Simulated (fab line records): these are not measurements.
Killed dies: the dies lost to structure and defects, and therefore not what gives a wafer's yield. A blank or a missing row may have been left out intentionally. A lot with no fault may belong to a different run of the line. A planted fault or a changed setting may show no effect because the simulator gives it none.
Which tool is to blame? -- flow nand-harc -- Sampling: 24 lots, 72 wafers, 3 of 1302 route steps

## WHAT EACH GAUGE READ, for each wafer
NHARC_P_CONTACT_OVL_MEAS_13.
lot,measured,on,overlay-x-nm (nm),overlay-y-nm (nm)
L074,day 5 17:57,overlay-02,0.3 0.1 0.4,-0.6 -0.8 -0.1
L075,day 6 08:33,overlay-02,1.2 1.6 1.8,1.8 2.0 1.4
L077,day 6 23:22,overlay-02,-0.5 0.3 -0.1,-1.2 -0.8 -0.9
L076,day 7 00:15,overlay-01,0.2 0.5 0.3,-1.1 -0.7 -0.3
L078,day 8 01:34,overlay-02,1.0 0.6 1.2,-0.4 -0.7 -0.5
L079,day 8 02:28,overlay-02,-0.6 0.0 0.3,-0.6 -1.0 -0.9
L080,day 8 11:48,overlay-01,0.3 0.1 0.8,0.4 0.8 1.0
L081,day 8 18:16,overlay-02,0.7 0.2 0.5,0.1 0.7 0.4
L083,day 9 11:32,overlay-02,-1.1 -0.7 -0.8,0.0 0.0 0.0
L082,day 9 12:38,overlay-01,0.3 0.3 0.1,-0.3 -1.0 -0.7
L084,day 10 09:35,overlay-01,-0.5 -0.5 -1.1,-0.2 -1.0 -1.1
L085,day 10 13:47,overlay-01,0.7 0.8 1.2,-1.6 -0.6 -1.1
L086,day 11 21:55,overlay-02,1.8 0.9 0.9,0.1 -0.2 -0.8
L089,day 11 22:44,overlay-01,0.7 0.9 0.4,0.2 0.1 0.2
L088,day 11 23:13,overlay-01,-1.6 -1.9 -1.2,-1.5 -1.7 -1.1
L087,day 12 04:13,overlay-02,-0.7 -0.2 -0.7,-0.6 -0.7 -1.1
L090,day 12 23:44,overlay-01,0.0 -0.2 -0.2,-1.0 -0.5 -0.4
L091,day 13 01:44,overlay-02,-0.8 -0.7 -0.8,-1.1 -0.7 -0.6
L092,day 13 14:59,overlay-02,-0.1 0.1 -0.6,-0.6 -0.8 -1.1
L093,day 14 02:56,overlay-02,-0.6 -0.7 -1.1,-1.3 -0.8 -1.1
L094,day 14 13:53,overlay-02,1.0 0.5 0.5,-1.3 -1.2 -1.2
L096,day 14 21:43,overlay-02,1.0 1.5 0.8,-0.7 -0.8 -0.6
L095,day 14 22:20,overlay-02,-1.0 -0.5 -1.3,1.2 0.7 0.6
L097,day 15 09:57,overlay-02,1.3 1.4 0.8,-0.2 -0.7 -0.1

NHARC_P_CONTACT_INSPECT_14.
lot,measured,on,raw-defect-count
L074,day 5 17:59,defect-inspect-02,2 1 5
L075,day 6 08:35,defect-inspect-02,6 6 2
L077,day 6 23:25,defect-inspect-01,3 1 3
L076,day 7 00:17,defect-inspect-01,8 6 7
L078,day 8 01:36,defect-inspect-01,9 3 7
L079,day 8 02:29,defect-inspect-02,1 6 6
L080,day 8 11:50,defect-inspect-02,5 4 3
L081,day 8 18:18,defect-inspect-02,6 9 4
L083,day 9 11:34,defect-inspect-01,1 5 4
L082,day 9 12:40,defect-inspect-01,4 3 2
L084,day 10 09:37,defect-inspect-02,0 1 1
L085,day 10 13:49,defect-inspect-02,4 2 4
L086,day 11 21:56,defect-inspect-01,3 7 7
L089,day 11 22:46,defect-inspect-01,6 3 7
L088,day 11 23:15,defect-inspect-01,3 1 5
L087,day 12 04:15,defect-inspect-02,2 6 1
L090,day 12 23:47,defect-inspect-01,6 1 4
L091,day 13 01:46,defect-inspect-02,1 9 3
L092,day 13 15:01,defect-inspect-01,4 3 2
L093,day 14 02:58,defect-inspect-01,3 1 7
L094,day 14 13:55,defect-inspect-01,0 6 4
L096,day 14 21:46,defect-inspect-02,3 1 3
L095,day 14 22:23,defect-inspect-02,5 1 5
L097,day 15 09:59,defect-inspect-02,6 5 2

## TOOL THAT RAN EACH LOT (tool first, then ch and the chambers of the sampled wafers, then the start)
lot,NHARC_P_CONTACT_CMP_01
L074,"cmp-02 ch 0,1,2, day 5 17:10"
L075,"cmp-03 ch 0,1,3, day 6 07:41"
L077,"cmp-02 ch 1,2, day 6 22:28"
L076,"cmp-04 ch 0,1,3, day 6 23:20"
L078,"cmp-02 ch 0,1,3, day 8 00:49"
L079,"cmp-04 ch 1,2,3, day 8 01:32"
L080,"cmp-03 ch 0,1,2, day 8 11:02"
L081,"cmp-02 ch 0,2, day 8 17:21"
L083,"cmp-02 ch 0,2,3, day 9 10:46"
L082,"cmp-04 ch 0,1,2, day 9 11:53"
L084,"cmp-03 ch 1,2,3, day 10 08:41"
L085,"cmp-02 ch 0,1,3, day 10 12:52"
L086,"cmp-04 ch 0,1,3, day 11 21:07"
L089,"cmp-02 ch 0,3, day 11 21:50"
L088,"cmp-04 ch 1,2,3, day 11 22:18"
L087,"cmp-03 ch 0,2,3, day 12 03:18"
L090,"cmp-03 ch 0,1, day 12 22:50"
L091,"cmp-02 ch 2,3, day 13 00:50"
L092,"cmp-04 ch 0,1,2, day 13 14:08"
L093,"cmp-02 ch 0,2,3, day 14 02:01"
L094,"cmp-03 ch 0,1,3, day 14 12:59"
L096,"cmp-04 ch 2,3, day 14 20:48"
L095,"cmp-04 ch 2,3, day 14 21:35"
L097,"cmp-04 ch 0,3, day 15 09:04"
- NHARC_P_CONTACT_CMP_01: polishes SiO2, target thk 200 nm.

## WHAT THE TOOLS THEMSELVES READ (means of the sampled wafers that have a number; where no wafer has one, the mark that the record gives instead)
NHARC_P_CONTACT_CMP_01.
lot,tool,motor-current-A (A),slurry-flow-ml-min
L074,cmp-02,11.9,150.0
L075,cmp-03,11.7,150.0
L077,cmp-02,12.4,150.2
L076,cmp-04,14.0,150.1
L078,cmp-02,11.5,150.3
L079,cmp-04,12.9,150.4
L080,cmp-03,11.6,150.1
L081,cmp-02,12.2,150.1
L083,cmp-02,12.1,150.2
L082,cmp-04,13.4,150.3
L084,cmp-03,12.3,150.0
L085,cmp-02,11.6,149.9
L086,cmp-04,13.9,150.0
L089,cmp-02,11.5,150.2
L088,cmp-04,13.2,150.1
L087,cmp-03,12.0,150.1
L090,cmp-03,10.9,149.8
L091,cmp-02,11.9,150.1
L092,cmp-04,13.6,150.3
L093,cmp-02,11.4,149.9
L094,cmp-03,11.5,150.3
L096,cmp-04,13.3,149.4
L095,cmp-04,13.2,149.8
L097,cmp-04,14.6,150.0

## THE ANSWER, worked out from the rows above alone
Rule: the lots themselves supply what counts as usual. Put in order of their means at a reading, lots are off if they are a third of the lots or fewer, leave a main group of 4 or more, and stand apart from it by a gap of 3 or more times the standard deviation of the main group's means; of several such gaps the widest counts. A main group whose means are all the same, to the digits that the tables above print for the reading, isn't used. A lot without any number at a reading at which 4 lots or more have one is off too. The other lots that the step has rows for count as sound. First the gauges in route order, then the tools' own readings, where a lot's mean is used as printed above. At the first step where some lot is off, the reading lying furthest off is the one used; lots without a number count as furthest.
None of the lots is off at any reading shown; this tells nothing.

## WHAT THE SIMULATOR HAD PUT IN
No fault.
